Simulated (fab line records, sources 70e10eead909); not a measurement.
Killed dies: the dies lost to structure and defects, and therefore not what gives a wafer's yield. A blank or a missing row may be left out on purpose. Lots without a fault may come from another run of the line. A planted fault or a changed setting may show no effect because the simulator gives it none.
fab line records | flow nandHarc
record: lots: 5 | wafers: 15 | lastDay: 25
route steps=1159 shown A_SGD_CUT@750 END@1159
lots that met no fault: taken from a fault-free run of the same line
startH: start of the lot's first displayed wafer, in hours after the record's first day | waitH: hours from the lot's prior step to this one | " the same as in the row above | L1.1+2: one row covering several wafers at once | - no value present, or no start provided | * or withheld: withheld | < > ~ a bound
route shown NAME@n: a module of which the file shows steps, and the number in the route of the first | usual: mean/standard deviation taken from wafers without a fault | same: alike in all rows | chamber/n: place in a boat | sites: the reading at each site | _std_site: standard deviation of those values | _edge_site: the outer-site mean with the inner-site mean subtracted | radiusMm: for every site, how far away it sits from the centre of the wafer | mask NAME#n: copy n | behind: the tool/chamber that last shaped the wafer | hold: why the lot was held/for how many hours/how that ended | device: the transistor (n, p or np) that didn't switch | end of line: the route-end tests of the same wafers | a step with no rows: only its recipe | killed: at the first sort, the dies lost to defects and structure; wafer yield is something else | map: a wafer's dies, x killed, . not, _ none there
set.NAME: the setting the step ran with; set.NAME@STEP: the setting that earlier step ran with | model.NAME: the simulator's own value behind a step, which no gauge read
a table for each step, a row for each wafer; lots at some steps of the route
services: a tool's chamber out of use, with start hour (startH, from the record's first day; less than 0 if before it), hours out, and reason
== steps ==
step: NHARC_A_SGD_CUT_COAT_56
recipe: tempC: 260 | timeS: 75
step: NHARC_A_SGD_CUT_COAT_57
recipe: tempC: 225 | timeS: 65
step: NHARC_A_SGD_CUT_COAT_03
recipe: spinRpm: 1500 | resistThkNm: 90
step: NHARC_A_SGD_CUT_SOFTBAKE_04
recipe: tempC: 105 | timeS: 55
step: NHARC_A_SGD_CUT_EBR_05
step: NHARC_A_SGD_CUT_EXPOSE_06
recipe: na: 1.35 | doseMj: 85.59 | maskId: SGD
step: NHARC_A_SGD_CUT_PEB_07
recipe: pebTempC: 100 | pebTimeS: 65
step: NHARC_A_SGD_CUT_DEVELOP_08
recipe: developTimeS: 35 | devTempC: 23
step: NHARC_A_SGD_CUT_CD_MEAS_09
recipe: targetCdNm: 100 | landingEnergyEv: 500
usual: cdNm: 100.1/0.59
lot.wafer | tool     | chamber | startH | waitH | cdNm
L588.2    | cdSem-02 | 0       | 325.22 | -     | 99.8
L588.3    | "        | 0       | "      | "     | 99.2
L588.5    | "        | 0       | "      | "     | 100.8
L590.2    | cdSem-01 | 0       | 341.51 | -     | 99.6
L590.3    | "        | 0       | "      | "     | 99.6
L590.6    | "        | 0       | "      | "     | 100.3
L591.3    | cdSem-03 | 0       | 360.37 | -     | 100.1
L591.5    | "        | 0       | "      | "     | 100.4
L591.6    | "        | 0       | "      | "     | 101.5
L605.1    | cdSem-01 | 0       | 447.00 | -     | 99.6
L605.2    | "        | 0       | "      | "     | 99.2
L605.5    | "        | 0       | "      | "     | 100.1
L607.2    | cdSem-01 | 0       | 447.49 | -     | 99.7
L607.3    | "        | 0       | "      | "     | 99.9
L607.6    | "        | 0       | "      | "     | 100.4
step: NHARC_A_SGD_CUT_OVL_MEAS_10
usual: overlayXNm: -0.1/0.64 | overlayYNm: 0.2/0.63
lot.wafer | tool       | chamber | startH | waitH | overlayXNm | overlayYNm
L588.2    | overlay-02 | -       | 325.30 | -     | -0.2       | 0.3
L588.3    | "          | -       | "      | "     | 0.6        | -0.1
L588.5    | "          | -       | "      | "     | 0.7        | -0.3
L590.2    | overlay-02 | -       | 341.60 | -     | -0.3       | 0.8
L590.3    | "          | -       | "      | "     | -0.4       | 0.8
L590.6    | "          | -       | "      | "     | -0.2       | 0.9
L591.3    | overlay-02 | -       | 360.45 | -     | -0.8       | -0.5
L591.5    | "          | -       | "      | "     | -1.2       | -0.2
L591.6    | "          | -       | "      | "     | -0.3       | -0.1
L605.1    | overlay-02 | -       | 447.09 | -     | 0.1        | -0.8
L605.2    | "          | -       | "      | "     | 0.5        | -0.8
L605.5    | "          | -       | "      | "     | 0.9        | -0.7
L607.2    | overlay-02 | -       | 447.57 | -     | 1.1        | 0.0
L607.3    | "          | -       | "      | "     | 0.3        | 0.3
L607.6    | "          | -       | "      | "     | 0.2        | 0.3
step: NHARC_A_SGD_CUT_INSPECT_11
usual: rawDefectCount: 16/9
lot.wafer | tool             | chamber | startH | waitH | rawDefectCount
L588.2    | defectInspect-02 | -       | 325.34 | 0.0   | 7
L588.3    | "                | -       | "      | "     | 8
L588.5    | "                | -       | "      | "     | 8
L590.2    | defectInspect-02 | -       | 341.64 | 0.0   | 23
L590.3    | "                | -       | "      | "     | 19
L590.6    | "                | -       | "      | "     | 19
L591.3    | defectInspect-01 | -       | 360.49 | 0.0   | 23
L591.5    | "                | -       | "      | "     | 23
L591.6    | "                | -       | "      | "     | 23
L605.1    | defectInspect-02 | -       | 447.13 | 0.0   | 11
L605.2    | "                | -       | "      | "     | 17
L605.5    | "                | -       | "      | "     | 13
L607.2    | defectInspect-01 | -       | 447.61 | 0.0   | 15
L607.3    | "                | -       | "      | "     | 18
L607.6    | "                | -       | "      | "     | 12
step: NHARC_A_SGD_CUT_DESCUM_14
recipe: timeS: 3 | o2FlowSccm: 200 | arFlowSccm: 0 | biasPowerW: 0 | chemistry: O2
usual: drypumpMotorCurrentA: 5.7/0.42 | oesProductAu: 0.995/0.011 | rfVppV: 57.7/0.83 | showerheadPlenumPTorr: 1.90/0.075 | throttleValvePct: 11.312/0.0084
lot.wafer | tool       | chamber | startH | waitH | drypumpMotorCurrentA | oesProductAu | rfHoursCounterH | rfVppV | showerheadPlenumPTorr | throttleValvePct
L588.3    | rieDiel-04 | 2       | 325.41 | 0.1   | 5.7                  | 1.004        | 1               | 57.6   | 1.91                  | 11.319
L588.2    | "          | 0       | "      | "     | 5.2                  | 0.996        | 1               | 58.4   | 1.89                  | 11.311
L588.5    | "          | 2       | "      | "     | 5.7                  | 1.003        | -               | 57.4   | 1.91                  | 11.310
L590.2    | rieDiel-09 | 2       | 341.71 | 0.1   | 6.1                  | 1.004        | 7               | 57.7   | 1.87                  | 11.297
L590.3    | "          | 3       | "      | "     | 5.9                  | 0.988        | 9               | 58.2   | 1.88                  | 11.306
L590.6    | "          | 1       | "      | "     | 5.5                  | 1.010        | -               | 58.0   | 1.89                  | 11.309
L591.3    | rieDiel-04 | 3       | 360.55 | 0.1   | 5.4                  | 0.987        | 4               | 58.4   | 1.80                  | 11.322
L591.5    | "          | 3       | "      | "     | 5.4                  | 0.991        | -               | 57.9   | 1.80                  | 11.315
L591.6    | "          | 0       | "      | "     | 5.1                  | 1.008        | -               | 57.8   | 1.89                  | 11.305
L605.1    | rieDiel-06 | 0       | 447.19 | 0.1   | 4.8                  | 0.999        | 1               | 56.9   | 1.96                  | 11.314
L605.2    | "          | 1       | "      | "     | 5.9                  | 0.986        | 1               | 57.3   | 1.97                  | 11.310
L605.5    | "          | 0       | "      | "     | 4.8                  | 1.009        | -               | 56.4   | 1.96                  | 11.311
L607.3    | rieDiel-09 | 3       | 447.67 | 0.1   | 5.9                  | 1.004        | 0               | 57.9   | 1.88                  | 11.323
L607.2    | "          | 1       | "      | "     | 5.6                  | 1.020        | 0               | 57.9   | 1.88                  | 11.303
L607.6    | "          | 0       | "      | "     | 5.8                  | 0.983        | -               | 58.1   | 1.82                  | 11.319
step: NHARC_A_SGD_CUT_ETCH_58
recipe: targetDepthA: 390 | overEtchFrac: 0.3 | timeS: 65 | ionEnergyEv: 80 | cf4FlowSccm: 150 | arFlowSccm: 0 | rfW: 300 | biasW: 100 | chemistry: CF4
usual: drypumpMotorCurrentA: 5.7/0.44 | oesProductAu: 0.996/0.012 | rfVppV: 151.1/1.2 | runLengthS: 86.2/0.43 | showerheadPlenumPTorr: 1.76/0.065 | throttleValvePct: 13.284/0.0089
lot.wafer | tool       | chamber | startH | waitH | drypumpMotorCurrentA | oesProductAu | rfHoursCounterH | rfVppV | runLengthS | showerheadPlenumPTorr | throttleValvePct
L588.3    | rieDiel-04 | 3       | 325.50 | 0.1   | 5.4                  | 0.999        | 1               | 149.7  | 86.2       | 1.67                  | 13.274
L588.2    | "          | 0       | "      | "     | 5.2                  | 0.994        | 1               | 152.2  | 86.6       | 1.75                  | 13.286
L588.5    | "          | 2       | "      | "     | 5.7                  | 1.009        | -               | 150.5  | 86.2       | 1.77                  | 13.281
L590.2    | rieDiel-09 | 2       | 341.78 | 0.1   | 6.1                  | 0.989        | 7               | 150.3  | 86.4       | 1.73                  | 13.284
L590.3    | "          | 3       | "      | "     | 5.9                  | 0.989        | 9               | 151.1  | 86.3       | 1.74                  | 13.292
L590.6    | "          | 3       | "      | "     | 5.9                  | 0.991        | -               | 150.6  | 86.0       | 1.74                  | 13.286
L591.3    | rieDiel-04 | 0       | 360.63 | 0.1   | 5.2                  | 0.998        | 4               | 152.6  | 71.1       | 1.75                  | 13.282
L591.5    | "          | 0       | "      | "     | 5.2                  | 1.004        | -               | 151.5  | 70.6       | 1.75                  | 13.289
L591.6    | "          | 1       | "      | "     | 6.4                  | 0.966        | -               | 153.2  | 86.9       | 1.89                  | 13.292
L605.2    | rieDiel-06 | 2       | 447.27 | 0.1   | 5.8                  | 1.008        | 2               | 150.8  | 86.0       | 1.75                  | 13.286
L605.1    | "          | 0       | "      | "     | 4.8                  | 1.002        | 1               | 151.6  | 85.3       | 1.81                  | 13.304
L605.5    | "          | 3       | "      | "     | 5.9                  | 0.988        | -               | 148.9  | 85.9       | 1.67                  | 13.284
L607.3    | rieDiel-09 | 0       | 447.76 | 0.1   | 5.8                  | 0.999        | 0               | 149.1  | 85.9       | 1.69                  | 13.292
L607.2    | "          | 2       | "      | "     | 6.1                  | 0.972        | 0               | 151.4  | 86.3       | 1.73                  | 13.281
L607.6    | "          | 1       | "      | "     | 5.5                  | 1.020        | -               | 152.2  | 86.4       | 1.74                  | 13.299
step: NHARC_A_SGD_CUT_ETCH_59
recipe: targetDepthA: 2600 | overEtchFrac: 0.25 | timeS: 406.25 | ionEnergyEv: 200 | n2FlowSccm: 150 | h2FlowSccm: 150 | arFlowSccm: 0 | rfW: 400 | biasW: 150 | chemistry: N2/H2
usual: drypumpMotorCurrentA: 5.7/0.43 | oesProductAu: 0.994/0.011 | rfVppV: 430.2/2.4 | runLengthS: 427.4/0.41 | showerheadPlenumPTorr: 2.03/0.084 | throttleValvePct: 14.172/0.0079
lot.wafer | tool       | chamber | startH | waitH | drypumpMotorCurrentA | oesProductAu | rfHoursCounterH | rfVppV | runLengthS | showerheadPlenumPTorr | throttleValvePct
L588.3    | rieDiel-04 | 1       | -      | -     | 6.4                  | 0.983        | 1               | 435.1  | 427.9      | 2.20                  | 14.165
L588.2    | "          | 2       | "      | "     | 5.8                  | 0.993        | 1               | 431.2  | 427.0      | 2.04                  | 14.156
L588.5    | "          | 0       | "      | "     | 5.2                  | 0.992        | -               | 430.2  | 427.6      | 2.02                  | 14.172
L590.2    | rieDiel-09 | 3       | -      | -     | 5.9                  | 0.982        | 9               | 429.4  | 427.6      | 2.01                  | 14.164
L590.3    | "          | 0       | "      | "     | 5.8                  | 0.978        | 9               | 427.6  | 427.7      | 1.94                  | 14.159
L590.6    | "          | 0       | "      | "     | 5.8                  | 0.987        | -               | 427.3  | 427.1      | 1.94                  | 14.167
L591.3    | rieDiel-04 | 1       | -      | -     | 6.4                  | 0.981        | 5               | 434.6  | 428.1      | 2.20                  | 14.165
L591.6    | "          | 0       | "      | "     | 5.1                  | 1.001        | -               | 430.7  | 427.7      | 2.02                  | 14.177
L591.5    | "          | 1       | "      | "     | 6.4                  | 0.996        | -               | 435.1  | 428.4      | 2.20                  | 14.178
L605.1    | rieDiel-06 | 0       | -      | -     | 4.8                  | 0.997        | 1               | 432.7  | 426.6      | 2.09                  | 14.147
L605.2    | "          | 1       | "      | "     | 5.9                  | 0.985        | 1               | 433.1  | 427.1      | 2.10                  | 14.177
L605.5    | "          | 3       | "      | "     | 5.9                  | 0.983        | -               | 427.0  | 427.2      | 1.91                  | 14.171
L607.3    | rieDiel-09 | 1       | -      | -     | 5.5                  | 0.999        | 0               | 428.9  | 427.5      | 2.01                  | 14.168
L607.2    | "          | 3       | "      | "     | 5.9                  | 0.993        | 0               | 429.5  | 427.5      | 2.00                  | 14.181
L607.6    | "          | 0       | "      | "     | 5.8                  | 0.979        | -               | 426.6  | 427.4      | 1.94                  | 14.179
step: NHARC_END_SORT_01
recipe: tempC: 25
usual: killedAtArray: 28/11 | killedAtOther: 0.5/0.87 | killedAtPeriphery: 2.9/2.2 | killedDies: 32/11 | killedOpen: 3.2/1.9 | killedShort: 1.8/1.4
same: grossDies: 677
lot.wafer | tool      | chamber | startH | waitH | killedAtArray | killedAtOther | killedAtPeriphery | killedDies | killedOpen | killedShort
L590.2    | prober-02 | 0       | 484.29 | 2.8   | 35            | 5             | 2                 | 42         | 1          | 0
L590.3    | prober-02 | 0       | 485.11 | 3.1   | 33            | 2             | 2                 | 37         | 4          | 1
L590.6    | prober-02 | 0       | 487.54 | 4.1   | 33            | 3             | 0                 | 36         | 1          | 0
L591.3    | prober-01 | 0       | 494.53 | 3.0   | 40            | 0             | 2                 | 42         | 1          | 0
L591.5    | prober-01 | 0       | 496.12 | 3.7   | 37            | 0             | 1                 | 38         | 3          | 1
L591.6    | prober-01 | 0       | 496.92 | 4.0   | 43            | 0             | 1                 | 44         | 4          | 0
L605.1    | prober-01 | 0       | 569.54 | 2.5   | 20            | 0             | 0                 | 20         | 2          | 1
L605.2    | prober-01 | 0       | 570.33 | 2.8   | 24            | 1             | 2                 | 27         | 3          | 3
L605.5    | prober-01 | 0       | 572.70 | 3.7   | 22            | 1             | 3                 | 26         | 3          | 3
killed by level:class
L590.2 A_CHANNEL_HOLE_D1:chamberFilmFlake=16 A_SLIT:chamberFilmFlake=15 THIN_TSV:chamberFilmFlake=5 A_STAIRCASE:chamberFilmFlake=3 P_ZERO_WELL:chamberFilmFlake=2 A_ONON_D1:geometricParticle:open=1
L590.3 A_CHANNEL_HOLE_D1:chamberFilmFlake=12 A_SLIT:chamberFilmFlake=10 A_STAIRCASE:chamberFilmFlake=3 A_BLC:chamberFilmFlake=2 THIN_TSV:chamberFilmFlake=2 P_GATE:geometricParticle:open=1 P_M1:geometricParticle:open=1 A_ONON_D1:geometricParticle:open=1
L590.6 A_CHANNEL_HOLE_D1:chamberFilmFlake=15 A_SLIT:chamberFilmFlake=13 THIN_TSV:chamberFilmFlake=3 A_M0:geometricParticle:open=1 A_CHANNEL_FILL_D1:chamberFilmFlake=1 A_ZERO_WELL:chamberFilmFlake=1 A_STAIRCASE:chamberFilmFlake=1 A_CONTACT:chamberFilmFlake=1
L591.3 A_SLIT:chamberFilmFlake=17 A_CHANNEL_HOLE_D1:chamberFilmFlake=16 A_CONTACT:chamberFilmFlake=4 P_BONDPAD:geometricParticle:open=1 P_ZERO_WELL:chamberFilmFlake=1 A_BLC:chamberFilmFlake=1 A_STAIRCASE:chamberFilmFlake=1 A_SGD_CUT:areaEtch=1
L591.5 A_CHANNEL_HOLE_D1:chamberFilmFlake=14 A_SLIT:chamberFilmFlake=12 A_CONTACT:chamberFilmFlake=4 A_SGD_CUT:areaEtch=3 P_GATE:geometricParticle:short=1 A_CHANNEL_HOLE_D1:geometricParticle:open=1 A_BLC:geometricParticle:open=1 A_M1:geometricParticle:open=1
L591.6 A_CHANNEL_HOLE_D1:chamberFilmFlake=20 A_SLIT:chamberFilmFlake=16 A_CHANNEL_FILL_D1:chamberFilmFlake=2 A_CONTACT:chamberFilmFlake=2 P_CONTACT:geometricParticle:open=1 A_ONON_D1:geometricParticle:open=1 A_BLC:geometricParticle:open=1 A_M0:geometricParticle:open=1
L605.1 A_CONTACT:chamberFilmFlake=8 A_CHANNEL_HOLE_D1:chamberFilmFlake=5 A_STAIRCASE:chamberFilmFlake=2 A_M1:chamberFilmFlake=2 A_ONON_D1:geometricParticle:short=1 A_SGD_CUT:geometricParticle:open=1 A_WL_FILL:geometricParticle:open=1
L605.2 A_CHANNEL_HOLE_D1:chamberFilmFlake=9 A_CONTACT:chamberFilmFlake=5 A_STAIRCASE:chamberFilmFlake=3 A_WL_FILL:chamberFilmFlake=2 P_M0:geometricParticle:open=1 A_CHANNEL_FILL_D1:geometricParticle:short=1 A_CONTACT:geometricParticle:open=1 A_M0:geometricParticle:open=1
L605.5 A_CHANNEL_HOLE_D1:chamberFilmFlake=9 P_GATE:chamberFilmFlake=3 A_CONTACT:chamberFilmFlake=3 A_WL_FILL:geometricParticle:short=2 A_STAIRCASE:chamberFilmFlake=2 A_WL_FILL:chamberFilmFlake=2 A_ONON_D1:geometricParticle:open=1 A_CHANNEL_FILL_D1:geometricParticle:open=1
== services ==
tool       | chamber | startH | hours | kind
rieDiel-09 | 0       | 312.10 | -     | clean
rieDiel-09 | 1       | 312.10 | -     | clean
rieDiel-09 | 2       | 312.10 | -     | clean
rieDiel-09 | 3       | 312.10 | -     | clean
rieDiel-09 | -       | 316.99 | 0.6   | repair
rieDiel-04 | 0       | 322.55 | -     | clean
rieDiel-04 | 1       | 322.55 | -     | clean
rieDiel-04 | 2       | 322.55 | -     | clean
rieDiel-04 | 3       | 322.55 | -     | clean
rieDiel-06 | 0       | 336.10 | 3.1   | repair
rieDiel-09 | 0       | 336.60 | -     | clean
rieDiel-09 | 1       | 336.60 | -     | clean
rieDiel-09 | 2       | 336.60 | -     | clean
rieDiel-09 | 3       | 336.60 | -     | clean
rieDiel-04 | 0       | 347.05 | -     | clean
rieDiel-04 | 1       | 347.05 | -     | clean
rieDiel-04 | 2       | 347.05 | -     | clean
rieDiel-04 | 3       | 347.05 | -     | clean
rieDiel-09 | 0       | 361.19 | -     | clean
rieDiel-09 | 1       | 361.19 | -     | clean
rieDiel-09 | 1       | 405.88 | 2.4   | repair
rieDiel-06 | -       | 418.29 | 9.0   | pm
rieDiel-09 | -       | 431.10 | 9.0   | pm
rieDiel-06 | 0       | 432.63 | 3.1   | repair
== key ==
firstSign: step: NHARC_A_SGD_CUT_ETCH_58 | reading: runLengthS | direction: down | sigmas: 36 | usual: * | struck: *
effect none on later readings
metAt NHARC_A_SGD_CUT_ETCH_58
struckWafers L591.3,L591.5
testerLeftOut L591
onsetBetween 325.50 360.63
fault: kind: processParameterDrift | tool: rieDiel-04 | chamber: 0 | onsetH: 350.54 | steps: NHARC_A_SGD_CUT_ETCH_58 | channel: timeS | offset: * | shape: step | actsIn: * | stated: *
testerLeftOut: of these lots the tester's yield and bins aren't shown, on N5 and GAA mostly nor the transistor test; their killed dies are dies lost to structure and defects alone, not to doping, threshold or leakage, so they don't give the yield
